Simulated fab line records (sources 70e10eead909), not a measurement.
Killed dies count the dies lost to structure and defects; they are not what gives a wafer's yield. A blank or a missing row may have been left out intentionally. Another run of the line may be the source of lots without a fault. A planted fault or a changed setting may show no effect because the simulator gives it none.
Which tool is to blame?	flow nand-harc	24 lots (72 wafers sampled), 1 step of a 1302-step route

## WHAT THE GAUGES SHOWED, per wafer
NHARC_A_M0_CD_MEAS_16.
lot	measured	on	cd-nm (nm)
L075	day 23 03:46	cd-sem-01	80.1 79.7 79.6
L074	day 23 06:35	cd-sem-03	80.0 80.6 80.1
L076	day 23 16:32	cd-sem-03	79.8 79.9 79.2
L077	day 23 18:26	cd-sem-01	80.4 79.0 80.0
L079	day 24 09:59	cd-sem-02	80.3 80.0 80.1
L078	day 24 12:03	cd-sem-01	79.3 80.7 80.4
L080	day 25 09:22	cd-sem-01	80.1 79.5 79.9
L082	day 26 21:31	cd-sem-03	79.5 79.8 79.8
L081	day 27 02:22	cd-sem-01	79.7 80.5 79.7
L083	day 27 03:50	cd-sem-01	80.5 81.1 80.4
L084	day 27 09:25	cd-sem-02	79.1 78.6 80.2
L085	day 28 02:14	cd-sem-01	80.9 80.3 81.1
L086	day 28 04:04	cd-sem-01	79.1 78.9 80.1
L088	day 28 17:07	cd-sem-02	80.5 79.5 80.7
L089	day 28 19:05	cd-sem-03	80.2 79.9 79.5
L087	day 29 01:06	cd-sem-02	79.6 79.3 79.0
L090	day 30 05:56	cd-sem-01	80.9 80.7 80.3
L091	day 30 10:44	cd-sem-03	80.3 80.8 80.9
L092	day 30 15:30	cd-sem-01	80.0 79.5 78.9
L093	day 31 20:17	cd-sem-01	80.3 80.1 80.3
L094	day 31 21:17	cd-sem-03	80.2 79.0 79.8
L095	day 31 22:34	cd-sem-03	78.8 79.5 80.6
L096	day 32 18:29	cd-sem-02	79.1 78.6 79.3
L097	day 32 20:11	cd-sem-01	80.4 79.8 80.2

## WHAT TOOL EACH LOT RAN ON (gives the tool, then ch and the chambers of the sampled wafers, and finally the start)
The record holds no process step before these readings.

## AS READ BY THE TOOLS THEMSELVES (means over the sampled wafers that have a number; for cases with no such wafer, the mark the record gives instead)
The record holds no such reading with a usual standard deviation.

## THE ANSWER, worked out from the rows above alone
Rule: the lots themselves supply what counts as usual. Put in order of their means at a reading, lots are off if they are a third of the lots or fewer, leave a main group of 4 or more, and stand apart from it by a gap of 3 or more times the standard deviation of the main group's means; of several such gaps the widest counts. Not used: any main group whose means are identical at the precision the tables above print for the reading. A lot without any number at a reading at which 4 lots or more have one is off too. Any other lot the step has rows for is counted as sound. First the gauges in route order, then the tools' own readings, where a lot's mean is used as printed above. The first step at which some lot is off is used, and at that step the reading that is off furthest; a lot without a number counts as furthest.
None of the lots is off at any reading shown; this tells nothing.

## WHAT THE SIMULATOR HAD INSERTED
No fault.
